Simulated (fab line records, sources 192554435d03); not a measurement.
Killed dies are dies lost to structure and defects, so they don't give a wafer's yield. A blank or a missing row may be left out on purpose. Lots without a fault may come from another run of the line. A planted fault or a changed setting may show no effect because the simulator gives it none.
Split-lot experiment | flow n5_finfet | 7 lots, 21 wafers read, on a route of 1938 steps

THE SPLIT
At N5_BEOL_M6_ILD_DEP_00 (deposits SiCOH lowk from DEMS/porogen, target thk 179.75 nm, time 33.4 s), the setting time_s was moved away from the recipe's 33.4 s on 5 of the 21 wafers read, by -8.7% to +12.5%. The other wafers ran this setting at the recipe's value.

FROM THE SPLIT TO THE READING: what the file shows between them, 1 step
- N5_BEOL_M6_CURE_74: cures SiCOH lowk, time 240 s

THE READING
M6_ILD_THK, in nm, at N5_BEOL_M6_THK_MEAS_01. Fault-free wafers of this fab line usually give 154.8 nm, standard deviation 2.1 nm.

wafer  | tool, chamber at the split | time_s as run, s | against the recipe | M6_ILD_THK, nm | against lot-mates on the recipe
L081.1 | pecvd-02, 1                | 33.4             | recipe             | 152.5          | -
L081.5 | pecvd-02, 1                | 33.4             | recipe             | 155.1          | -
L081.6 | pecvd-02, 2                | 37.58            | +12.5%             | 173.4          | +19.6
L079.1 | pecvd-03, 1                | 33.4             | recipe             | 155.0          | -
L079.3 | pecvd-03, 0,1              | 33.4             | recipe             | 156.0          | -
L079.4 | pecvd-03, 0,1              | 33.4             | recipe             | 156.1          | -
L080.2 | pecvd-03, 1                | 31.49            | -5.7%              | 148.2          | -10.8
L080.5 | pecvd-03, 1                | 33.4             | recipe             | 158.5          | -
L080.6 | pecvd-03, 0                | 33.4             | recipe             | 159.4          | -
L077.3 | pecvd-01, 1                | 33.4             | recipe             | 150.2          | -
L077.5 | pecvd-01, 1                | 33.4             | recipe             | 151.9          | -
L077.6 | pecvd-01, 2                | 33.4             | recipe             | 153.3          | -
L085.1 | pecvd-02, 1                | 30.5             | -8.7%              | 144.3          | -13.0
L085.2 | pecvd-02, 2                | 30.5             | -8.7%              | 142.1          | -15.2
L085.5 | pecvd-02, 2                | 33.4             | recipe             | 157.3          | -
L086.1 | pecvd-01, 1                | 31.61            | -5.4%              | 145.5          | -11.8
L086.5 | pecvd-01, 0                | 33.4             | recipe             | 158.2          | -
L086.6 | pecvd-01, 1                | 33.4             | recipe             | 156.4          | -
L088.1 | pecvd-01, 1                | 33.4             | recipe             | 152.0          | -
L088.2 | pecvd-01, 2                | 33.4             | recipe             | 154.7          | -
L088.5 | pecvd-01, 2                | 33.4             | recipe             | 158.2          | -
Where a row lists several chambers, the file gives one row for several wafers and doesn't say which wafer went through which chamber.

THE FIT
A straight line over all 21 wafers: M6_ILD_THK changes by +1.44 nm for each +1% of time_s; r = +0.93; the points scatter about the line by 2.5 nm.
The same after taking each lot's own level away (the mean of its wafers on the recipe; 21 wafers): +1.66 nm for each +1%; r = +0.98; scatter 1.5 nm.
On that fit, the largest move of time_s shifts the reading by 21 nm.
The lots' own levels span 151.80 to 158.95 nm, that is 3.4 times the standard deviation above.
So the lot-to-lot level changes the slope: the two fits differ.
Check: with one of the wafers moved furthest among these (+12.5%) left out of the fit, the line predicts +21.6 nm for it against its lot-mates. It came out at +19.6 nm against them.

OTHER SPLITS ON THESE WAFERS
These wafers also went through other splits before the reading. Each is held against what the fit with the lots' levels taken away leaves over:
other split on the same wafers | wafers away from the commonest value | r with M6_ILD_THK (lot level and that fit taken away)
N5_BEOL_M2_EXPOSE_25 dose_mj   | 6                                    | -0.26
N5_BEOL_M3_PECVD_72 temp_c     | 6                                    | +0.11
N5_BEOL_M3_COAT_61 time_s      | 6                                    | +0.06
N5_BEOL_M4_ILD_DEP_00 time_s   | 3                                    | -0.34
N5_BEOL_M4_COAT_62 spin_rpm    | 5                                    | +0.10
N5_BEOL_M5_ETCH_72 source_w    | 6                                    | -0.20
N5_BEOL_M5_ETCH_62 source_w    | 3                                    | -0.12

THE WHOLE CHAIN: every reading that the file lists as answering this split, in the file's order
step                   | what it does                                                             | reading                                                                                  | change (the file's fit)              | r (the file's)
N5_BEOL_M6_ILD_DEP_00  | deposits SiCOH lowk from DEMS/porogen, target thk 179.75 nm, time 33.4 s | SiCOH_lowk_of_BEOL_M6_ILD_DEP_00.thk_nm (the simulator's own value, which no gauge read) | +1.91 nm for each +1% of the setting | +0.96
N5_BEOL_M6_CURE_74     | cures SiCOH lowk, time 240 s                                             | SiCOH_lowk_of_BEOL_M6_ILD_DEP_00.thk_nm (the simulator's own value, which no gauge read) | +1.67 nm for each +1% of the setting | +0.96
N5_BEOL_M6_THK_MEAS_01 |                                                                          | M6_ILD_THK                                                                               | +1.68 for each +1% of the setting    | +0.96

THE FILE'S OWN FIT
M6_ILD_THK changes by +1.68 nm for each +1% of time_s, r = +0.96.
